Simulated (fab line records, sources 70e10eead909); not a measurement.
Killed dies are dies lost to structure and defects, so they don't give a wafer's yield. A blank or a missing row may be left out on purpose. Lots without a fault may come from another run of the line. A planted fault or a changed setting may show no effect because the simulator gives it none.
Chamber matching | flow nand_harc | NHARC_A_CONTACT_ALD_18 on ald_metal-03: 4 sister chambers
The step deposits TiN, target thk 3 nm, pulse time 1 s, ald cycles 150. 8 wafers are shown with their chamber, then 7 later ones without.

WAFERS WITH THEIR CHAMBER
wafer  | chamber | heater_power_w (W) | precursor_pulse_height_rel
L074.5 | 0       | 1161               | 0.982
L080.1 | 3       | 1036               | 0.988
L080.2 | 1       | 1088               | 0.987
L087.4 | 2       | 1091               | 1.005
L087.5 | 0       | 1188               | 0.997
L087.6 | 3       | 1047               | 1.001
L090.2 | 1       | 1119               | 1.017
L090.4 | 2       | 1085               | 1.002

WAFERS WITHOUT THEIR CHAMBER
wafer  | heater_power_w (W) | precursor_pulse_height_rel
L090.5 | 1041               | 1.001
L094.1 | 1128               | 0.973
L094.4 | 1148               | 0.981
L094.6 | 1177               | 1.049
L097.1 | 1103               | 0.986
L097.2 | 1165               | 0.992
L097.6 | 1087               | 0.987

WHICH CHAMBER EACH WENT THROUGH
wafer  | from the rows above          | in truth
L090.5 | 3                            | 3
L094.1 | can't be placed: 1 or 0 or 2 | 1
L094.4 | can't be placed: 0 or 1      | 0
L094.6 | can't be placed: 0 or 1      | 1
L097.1 | can't be placed: 1 or 2      | 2
L097.2 | 0                            | 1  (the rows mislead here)
L097.6 | can't be placed: 2 or 1 or 3 | 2
Placed correctly: 1 of 7. Can't be placed from these rows: 5 (the true chamber is among the candidates in 5). Placed wrongly: 1.
How it was worked out, from the rows above alone: a wafer's distance from a chamber is the root of the sum, over the readings, of the square of ((its reading less the chamber's mean) divided by the reading's scatter). The wafer belongs to the nearest chamber; if the next one is less than 2 further off, it can't be placed. A chamber's mean is the mean of its shown wafers. The scatter: the root of (the sum of the squares of (reading less its chamber's mean) over the shown wafers, divided by (wafers less chambers)).
